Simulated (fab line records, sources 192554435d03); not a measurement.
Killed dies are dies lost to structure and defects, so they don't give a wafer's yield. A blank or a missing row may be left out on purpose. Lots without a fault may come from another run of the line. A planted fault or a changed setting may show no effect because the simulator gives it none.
Split-lot experiment | flow n5_finfet | 7 lots, 39 wafers read, on a route of 1938 steps

THE SPLIT
At N5_BEOL_M2_ETCHBACK_99 (etches SiO2 in CHF3, target depth 5 nm, time 10.4 s), the setting target_depth_a was moved away from the recipe's 50 angstrom on 12 of the 39 wafers read, by -56.0% to +51.4%. The other wafers ran this setting at the recipe's value.

The reading is taken at the split's own step.

THE READING
CAR-EUV_of_BEOL_M2_COAT_22.thk_nm (the simulator's own value, which no gauge read), in nm, at N5_BEOL_M2_ETCHBACK_99 (etches SiO2 in CHF3, target depth 5 nm, time 10.4 s). The file gives no usual value for it. The 27 wafers here that ran the recipe average 10.4 nm, standard deviation 0.11 nm.

wafer  | tool, chamber at the split | target_depth_a as run, angstrom | against the recipe | CAR-EUV_of_BEOL_M2_COAT_22.thk_nm, nm | against lot-mates on the recipe
L076.1 | rie_diel-04, 2,1,3         | 27.2                            | -45.6%             | 10.8                                  | +0.4
L076.2 | rie_diel-04, 2,1,3         | 27.2                            | -45.6%             | 10.8                                  | +0.4
L076.3 | rie_diel-04, 2,1,3         | 27.2                            | -45.6%             | 10.8                                  | +0.4
L076.4 | rie_diel-04, 0,2,1         | 50                              | recipe             | 10.4                                  | -
L076.5 | rie_diel-04, 0,2,1         | 50                              | recipe             | 10.4                                  | -
L076.6 | rie_diel-04, 0,2,1         | 50                              | recipe             | 10.4                                  | -
L083.1 | rie_diel-06, 3,0           | 50                              | recipe             | 10.4                                  | -
L083.5 | rie_diel-06, 3,0           | 50                              | recipe             | 10.4                                  | -
L083.2 | rie_diel-06, 2             | 23.36                           | -53.3%             | 10.6                                  | +0.3
L083.3 | rie_diel-06, 0,3           | 23.36                           | -53.3%             | 10.8                                  | +0.5
L083.6 | rie_diel-06, 0,3           | 23.36                           | -53.3%             | 10.8                                  | +0.5
L083.4 | rie_diel-06, 2             | 50                              | recipe             | 10.2                                  | -
L084.1 | rie_diel-06, 2,1           | 50                              | recipe             | 10.4                                  | -
L084.3 | rie_diel-06, 2,1           | 50                              | recipe             | 10.4                                  | -
L084.2 | rie_diel-06, 3,2           | 21.98                           | -56.0%             | 11                                    | +0.5
L084.6 | rie_diel-06, 3,2           | 21.98                           | -56.0%             | 11                                    | +0.5
L084.4 | rie_diel-06, 0             | 21.98                           | -56.0%             | 10.8                                  | +0.3
L084.5 | rie_diel-06, 3             | 50                              | recipe             | 10.6                                  | -
L085.1 | rie_diel-04, 3             | 50                              | recipe             | 10.2                                  | -
L085.2 | rie_diel-04, 1,2,0,1,0     | 50                              | recipe             | 10.4                                  | -
L085.3 | rie_diel-04, 1,2,0,1,0     | 50                              | recipe             | 10.4                                  | -
L085.4 | rie_diel-04, 1,2,0,1,0     | 50                              | recipe             | 10.4                                  | -
L085.5 | rie_diel-04, 1,2,0,1,0     | 50                              | recipe             | 10.4                                  | -
L085.6 | rie_diel-04, 1,2,0,1,0     | 50                              | recipe             | 10.4                                  | -
L090.1 | rie_diel-01, 2,0           | 75.71                           | +51.4%             | 10.2                                  | -0.3
L090.5 | rie_diel-01, 2,0           | 75.71                           | +51.4%             | 10.2                                  | -0.3
L090.2 | rie_diel-01, 0             | 50                              | recipe             | 10.6                                  | -
L090.3 | rie_diel-01, 3             | 75.71                           | +51.4%             | 10                                    | -0.5
L090.4 | rie_diel-01, 1             | 50                              | recipe             | 10.4                                  | -
L090.6 | rie_diel-01, 1             | 50                              | recipe             | 10.4                                  | -
L093.1 | rie_diel-06, 2             | 50                              | recipe             | 10.6                                  | -
L093.2 | rie_diel-06, 3,0           | 50                              | recipe             | 10.4                                  | -
L093.6 | rie_diel-06, 3,0           | 50                              | recipe             | 10.4                                  | -
L095.1 | rie_diel-04, 3             | 50                              | recipe             | 10.2                                  | -
L095.6 | rie_diel-04, 3             | 50                              | recipe             | 10.2                                  | -
L095.2 | rie_diel-04, 2             | 50                              | recipe             | 10.6                                  | -
L095.3 | rie_diel-04, 0,0,2         | 50                              | recipe             | 10.4                                  | -
L095.4 | rie_diel-04, 0,0,2         | 50                              | recipe             | 10.4                                  | -
L095.5 | rie_diel-04, 0,0,2         | 50                              | recipe             | 10.4                                  | -
Where a row lists several chambers, the file gives one row for several wafers and doesn't say which wafer went through which chamber.

THE FIT
A straight line over all 39 wafers: CAR-EUV_of_BEOL_M2_COAT_22.thk_nm changes by -0.00725 nm for each +1% of target_depth_a; r = -0.87; the points scatter about the line by 0.12 nm.
The same after taking each lot's own level away (the mean of its wafers on the recipe; 39 wafers): -0.00763 nm for each +1%; r = -0.91; scatter 0.098 nm.
On that fit, the largest move of target_depth_a shifts the reading by 0.43 nm.
The lots' own levels span 10.33 to 10.47 nm, that is 1.2 times the standard deviation above.
So the lot-to-lot level changes the slope little: the two slopes agree.
Check: with one of the wafers moved furthest among these (-56.0%) left out of the fit, the line predicts +0.428 nm for it against its lot-mates. It came out at +0.533 nm against them.

OTHER SPLITS ON THESE WAFERS
These wafers also went through other splits before the reading. Each is held against what the fit with the lots' levels taken away leaves over:
other split on the same wafers                  | wafers away from the commonest value | r with CAR-EUV_of_BEOL_M2_COAT_22.thk_nm (lot level and that fit taken away)
N5_FIN_SAQP_HM_DEP_03 target_thk_a              | 18                                   | +0.02
N5_DUMMY_GATE_ETCH_32 time_s                    | 15                                   | +0.24
N5_SD_EPI_N_EPI_21 time_s                       | 6                                    | +0.10
N5_MOL_CONTACT_COAG_SPUTTER_143 target_thk_a    | 15                                   | -0.04
N5_MOL_CONTACT_COAG_ETCHBACK_134 target_depth_a | 15                                   | -0.06
N5_BEOL_M1_VIA_ETCH_34 target_depth_a           | 18                                   | +0.13

THE FILE'S OWN FIT
CAR-EUV_of_BEOL_M2_COAT_22.thk_nm changes by -0.00774 nm for each +1% of target_depth_a, r = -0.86.
